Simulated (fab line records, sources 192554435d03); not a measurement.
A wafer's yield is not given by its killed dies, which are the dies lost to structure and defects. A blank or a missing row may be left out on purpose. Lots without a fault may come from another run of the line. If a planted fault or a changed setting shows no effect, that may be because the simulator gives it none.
The tool behind it: which one? :: flow n5-finfet :: 24 lots, 72 wafers sampled, at 2 steps of a route of 1938

== WHAT THE GAUGES SHOWED, per wafer ==
N5_BEOL_M14_CD_MEAS_28 targets a cd of 284.4 nm. Usual: cd-nm 285.6 nm, standard deviation 1.8.
lot: L074
measured: day 10 16:38
on: cd-sem-01
cd-nm (nm): 282.9 283.0 284.4
flag: 

lot: L075
measured: day 11 00:48
on: cd-sem-02
cd-nm (nm): 283.8 286.5 285.7
flag: 

lot: L078
measured: day 11 16:47
on: cd-sem-02
cd-nm (nm): 285.5 284.8 287.6
flag: 

lot: L077
measured: day 11 17:07
on: cd-sem-02
cd-nm (nm): 283.7 286.5 284.7
flag: 

lot: L076
measured: day 11 18:24
on: cd-sem-01
cd-nm (nm): 286.7 284.4 285.0
flag: 

lot: L079
measured: day 11 22:34
on: cd-sem-01
cd-nm (nm): 289.0 285.4 287.0
flag: 

lot: L080
measured: day 12 04:11
on: cd-sem-01
cd-nm (nm): 288.5 285.6 288.1
flag: 

lot: L081
measured: day 12 11:49
on: cd-sem-02
cd-nm (nm): 281.1 285.7 282.9
flag: 

lot: L083
measured: day 12 14:15
on: cd-sem-02
cd-nm (nm): 288.3 285.0 284.8
flag: 

lot: L082
measured: day 12 21:02
on: cd-sem-01
cd-nm (nm): 286.1 285.5 286.5
flag: 

lot: L084
measured: day 13 02:31
on: cd-sem-02
cd-nm (nm): 284.5 282.8 286.6
flag: 

lot: L085
measured: day 14 00:05
on: cd-sem-02
cd-nm (nm): 286.0 284.8 285.8
flag: 

lot: L087
measured: day 14 04:13
on: cd-sem-02
cd-nm (nm): 287.2 290.0 288.1
flag: 

lot: L088
measured: day 14 10:46
on: cd-sem-01
cd-nm (nm): 285.3 287.3 287.4
flag: 

lot: L089
measured: day 14 18:18
on: cd-sem-03
cd-nm (nm): 285.7 285.6 287.8
flag: 

lot: L086
measured: day 14 18:35
on: cd-sem-01
cd-nm (nm): 286.3 282.9 285.2
flag: 

lot: L090
measured: day 15 08:58
on: cd-sem-02
cd-nm (nm): 282.0 282.1 284.6
flag: 

lot: L091
measured: day 15 18:04
on: cd-sem-02
cd-nm (nm): 283.2 285.4 283.3
flag: 

lot: L093
measured: day 15 20:23
on: cd-sem-01
cd-nm (nm): 284.8 285.5 285.3
flag: 

lot: L092
measured: day 15 23:22
on: cd-sem-03
cd-nm (nm): 285.2 286.5 288.2
flag: 

lot: L095
measured: day 16 02:21
on: cd-sem-03
cd-nm (nm): 288.8 288.0 286.4
flag: 

lot: L094
measured: day 16 14:52
on: cd-sem-01
cd-nm (nm): 287.4 285.3 284.9
flag: 

lot: L096
measured: day 16 20:11
on: cd-sem-03
cd-nm (nm): 286.0 286.0 285.4
flag: 

lot: L097
measured: day 16 20:50
on: cd-sem-02
cd-nm (nm): 283.7 285.9 284.2
flag: 

== EACH LOT AND THE TOOL THAT RAN IT (in order: tool; ch and the chambers of the sampled wafers; start) ==
lot: L074
N5_BEOL_M13_DEGAS_41: pvd-sputter-03, day 10 11:50

lot: L075
N5_BEOL_M13_DEGAS_41: pvd-sputter-02, day 10 21:24

lot: L078
N5_BEOL_M13_DEGAS_41: pvd-sputter-03, day 11 13:47

lot: L077
N5_BEOL_M13_DEGAS_41: pvd-sputter-03, day 11 14:07

lot: L076
N5_BEOL_M13_DEGAS_41: pvd-sputter-03, day 11 15:11

lot: L079
N5_BEOL_M13_DEGAS_41: pvd-sputter-01, day 11 19:36

lot: L080
N5_BEOL_M13_DEGAS_41: pvd-sputter-02, day 12 01:01

lot: L081
N5_BEOL_M13_DEGAS_41: pvd-sputter-01, day 12 08:54

lot: L083
N5_BEOL_M13_DEGAS_41: pvd-sputter-03, day 12 11:29

lot: L082
N5_BEOL_M13_DEGAS_41: pvd-sputter-02, day 12 17:59

lot: L084
N5_BEOL_M13_DEGAS_41: pvd-sputter-02, day 12 23:52

lot: L085
N5_BEOL_M13_DEGAS_41: pvd-sputter-03, day 13 21:19

lot: L087
N5_BEOL_M13_DEGAS_41: pvd-sputter-01, day 14 01:00

lot: L088
N5_BEOL_M13_DEGAS_41: pvd-sputter-03, day 14 07:59

lot: L089
N5_BEOL_M13_DEGAS_41: pvd-sputter-03, day 14 15:32

lot: L086
N5_BEOL_M13_DEGAS_41: pvd-sputter-01, day 14 15:35

lot: L090
N5_BEOL_M13_DEGAS_41: pvd-sputter-01, day 15 06:03

lot: L091
N5_BEOL_M13_DEGAS_41: pvd-sputter-02, day 15 15:05

lot: L093
N5_BEOL_M13_DEGAS_41: pvd-sputter-02, day 15 17:28

lot: L092
N5_BEOL_M13_DEGAS_41: pvd-sputter-03, day 15 20:32

lot: L095
N5_BEOL_M13_DEGAS_41: pvd-sputter-02, day 15 23:29

lot: L094
N5_BEOL_M13_DEGAS_41: pvd-sputter-02, day 16 12:05

lot: L096
N5_BEOL_M13_DEGAS_41: pvd-sputter-03, day 16 17:32

lot: L097
N5_BEOL_M13_DEGAS_41: pvd-sputter-02, day 16 18:03
- N5_BEOL_M13_DEGAS_41: time 60 s.

== AS READ BY THE TOOLS THEMSELVES (means over the sampled wafers that have a number; for cases with no such wafer, the mark the record gives instead) ==
N5_BEOL_M13_DEGAS_41. Usual: heater-power-w 317 W, standard deviation 33.
lot: L074
tool: pvd-sputter-03
heater-power-w (W): 311
flag: 

lot: L075
tool: pvd-sputter-02
heater-power-w (W): 318
flag: 

lot: L078
tool: pvd-sputter-03
heater-power-w (W): 337
flag: 

lot: L077
tool: pvd-sputter-03
heater-power-w (W): 321
flag: 

lot: L076
tool: pvd-sputter-03
heater-power-w (W): 338
flag: 

lot: L079
tool: pvd-sputter-01
heater-power-w (W): 281
flag: 

lot: L080
tool: pvd-sputter-02
heater-power-w (W): 288
flag: 

lot: L081
tool: pvd-sputter-01
heater-power-w (W): 299
flag: 

lot: L083
tool: pvd-sputter-03
heater-power-w (W): 325
flag: 

lot: L082
tool: pvd-sputter-02
heater-power-w (W): 292
flag: 

lot: L084
tool: pvd-sputter-02
heater-power-w (W): 300
flag: 

lot: L085
tool: pvd-sputter-03
heater-power-w (W): 333
flag: 

lot: L087
tool: pvd-sputter-01
heater-power-w (W): 295
flag: 

lot: L088
tool: pvd-sputter-03
heater-power-w (W): 325
flag: 

lot: L089
tool: pvd-sputter-03
heater-power-w (W): 322
flag: 

lot: L086
tool: pvd-sputter-01
heater-power-w (W): 292
flag: 

lot: L090
tool: pvd-sputter-01
heater-power-w (W): 285
flag: 

lot: L091
tool: pvd-sputter-02
heater-power-w (W): 315
flag: 

lot: L093
tool: pvd-sputter-02
heater-power-w (W): 330
flag: 

lot: L092
tool: pvd-sputter-03
heater-power-w (W): 320
flag: 

lot: L095
tool: pvd-sputter-02
heater-power-w (W): 325
flag: 

lot: L094
tool: pvd-sputter-02
heater-power-w (W): 320
flag: 

lot: L096
tool: pvd-sputter-03
heater-power-w (W): 335
flag: 

lot: L097
tool: pvd-sputter-02
heater-power-w (W): 354
flag: 

== THE ANSWER, worked out from the rows above alone ==
Rule: lot off if the mean of its wafers having a number is beyond 3 standard deviations from the usual mean. A lot without any number at a reading at which 4 lots or more have one is off too. All remaining lots with rows at the step are treated as sound. After the gauges, taken in route order, come the tools' own readings; for these a lot's mean is taken, as printed above. The first step at which some lot is off is used, and at that step the reading that is off furthest; a lot without a number counts as furthest.
Across all readings shown, no lot is off: no conclusion can be drawn from this.

== WHAT THE SIMULATOR HAD PUT IN ==
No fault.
